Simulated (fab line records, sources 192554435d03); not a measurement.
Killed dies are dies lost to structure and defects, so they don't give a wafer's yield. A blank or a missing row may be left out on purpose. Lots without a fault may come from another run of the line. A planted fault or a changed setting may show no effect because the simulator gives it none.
Chamber matching | flow n5_finfet | N5_BEOL_M6_ETCH_72 on rie_diel-06: 4 sister chambers
The step etches underlayer in N2/H2, target depth 6.5 nm, time 5.2 s. 4 wafers are shown with their chamber, then 11 later ones without.

WAFERS WITH THEIR CHAMBER
wafer  | chamber | drypump_motor_current_A (A)
L089.1 | 3       | 6.0
L088.1 | 1       | 5.8
L088.6 | 0       | 5.8
L094.2 | 2       | 4.9

WAFERS WITHOUT THEIR CHAMBER
wafer  | drypump_motor_current_A (A)
L094.3 | 5.9
L094.6 | 4.9
L092.4 | 5.8
L092.5 | 5.9
L092.6 | 5.8
L095.2 | 6.0
L095.3 | 5.8
L095.4 | 5.8
L097.1 | 6.0
L097.2 | 4.9
L097.3 | 5.8

WHICH CHAMBER EACH WENT THROUGH
wafer  | from the rows above          | in truth
L094.3 | can't be placed: 3 or 0 or 1 | 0
L094.6 | 2                            | 2
L092.4 | can't be placed: 0 or 1      | 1
L092.5 | can't be placed: 3 or 0 or 1 | 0
L092.6 | can't be placed: 0 or 1      | 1
L095.2 | 3                            | 3
L095.3 | can't be placed: 0 or 1      | 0
L095.4 | can't be placed: 0 or 1      | 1
L097.1 | 3                            | 3
L097.2 | 2                            | 2
L097.3 | can't be placed: 0 or 1      | 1
Placed correctly: 4 of 11. Can't be placed from these rows: 7 (the true chamber is among the candidates in 7). Placed wrongly: 0.
How it was worked out, from the rows above alone: a wafer's distance from a chamber is the root of the sum, over the readings, of the square of ((its reading less the chamber's mean) divided by the reading's scatter). The wafer belongs to the nearest chamber; if the next one is less than 2 further off, it can't be placed. A chamber's mean is the mean of its shown wafers. The scatter: with one shown wafer a chamber, the root of the mean of the squares of how far each hidden wafer lies from its nearest shown one.
